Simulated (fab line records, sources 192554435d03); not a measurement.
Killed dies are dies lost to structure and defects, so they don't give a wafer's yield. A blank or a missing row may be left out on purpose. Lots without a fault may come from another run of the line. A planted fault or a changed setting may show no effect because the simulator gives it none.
Chamber matching | flow n5_finfet | N5_BEOL_M3_ALD_98 on ald_sin-04: 4 sister chambers
The step deposits SiO2, target thk 2.5 nm, pulse time 1 s, co reactant pulse time 1 s. 4 wafers are shown with their chamber, then 9 later ones without.

WAFERS WITH THEIR CHAMBER
wafer  | chamber | heater_power_w (W)
L080.1 | 0       | 73
L085.4 | 1       | 74
L086.3 | 3       | 86
L086.6 | 2       | 70

WAFERS WITHOUT THEIR CHAMBER
wafer  | heater_power_w (W)
L088.1 | 83
L088.5 | 86
L088.6 | 71
L090.1 | 84
L090.3 | 75
L090.5 | 70
L095.2 | 85
L095.5 | 74
L095.6 | 70

WHICH CHAMBER EACH WENT THROUGH
wafer  | from the rows above          | in truth
L088.1 | 3                            | 3
L088.5 | 3                            | 3
L088.6 | can't be placed: 2 or 0 or 1 | 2
L090.1 | 3                            | 3
L090.3 | can't be placed: 1 or 0      | 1
L090.5 | 2                            | 2
L095.2 | 3                            | 3
L095.5 | can't be placed: 1 or 0      | 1
L095.6 | 2                            | 2
Placed correctly: 6 of 9. Can't be placed from these rows: 3 (the true chamber is among the candidates in 3). Placed wrongly: 0.
How it was worked out, from the rows above alone: a wafer's distance from a chamber is the root of the sum, over the readings, of the square of ((its reading less the chamber's mean) divided by the reading's scatter). The wafer belongs to the nearest chamber; if the next one is less than 2 further off, it can't be placed. A chamber's mean is the mean of its shown wafers. The scatter: with one shown wafer a chamber, the root of the mean of the squares of how far each hidden wafer lies from its nearest shown one.
